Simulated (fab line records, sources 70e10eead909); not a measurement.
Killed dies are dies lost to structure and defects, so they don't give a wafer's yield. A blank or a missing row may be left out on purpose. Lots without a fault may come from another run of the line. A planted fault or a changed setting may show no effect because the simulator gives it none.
Chamber matching | flow nand_harc | NHARC_A_CHANNEL_FILL_D1_ETCHBACK_20 on rie_diel-03: 4 sister chambers
The step etches the open film in C4F8/O2/Ar, target depth 27 nm, time 13.5 s. 4 wafers are shown with their chamber, then 11 later ones without.

WAFERS WITH THEIR CHAMBER
wafer  | chamber | rf_vpp_V (V)
L086.5 | 3       | 973
L090.1 | 1       | 978
L090.3 | 0       | 988
L090.2 | 2       | 974

WAFERS WITHOUT THEIR CHAMBER
wafer  | rf_vpp_V (V)
L090.4 | 973
L090.5 | 977
L091.1 | 987
L091.4 | 974
L091.5 | 976
L092.3 | 974
L092.4 | 976
L092.6 | 976
L095.2 | 978
L095.3 | 973
L095.4 | 986

WHICH CHAMBER EACH WENT THROUGH
wafer  | from the rows above          | in truth
L090.4 | can't be placed: 3 or 2      | 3
L090.5 | can't be placed: 1 or 2      | 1
L091.1 | 0                            | 0
L091.4 | can't be placed: 2 or 3      | 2
L091.5 | can't be placed: 1 or 2 or 3 | 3
L092.3 | can't be placed: 2 or 3      | 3
L092.4 | can't be placed: 1 or 2 or 3 | 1
L092.6 | can't be placed: 1 or 2 or 3 | 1
L095.2 | 1                            | 1
L095.3 | can't be placed: 3 or 2      | 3
L095.4 | 0                            | 0
Placed correctly: 3 of 11. Can't be placed from these rows: 8 (the true chamber is among the candidates in 8). Placed wrongly: 0.
How it was worked out, from the rows above alone: a wafer's distance from a chamber is the root of the sum, over the readings, of the square of ((its reading less the chamber's mean) divided by the reading's scatter). The wafer belongs to the nearest chamber; if the next one is less than 2 further off, it can't be placed. A chamber's mean is the mean of its shown wafers. The scatter: with one shown wafer a chamber, the root of the mean of the squares of how far each hidden wafer lies from its nearest shown one.
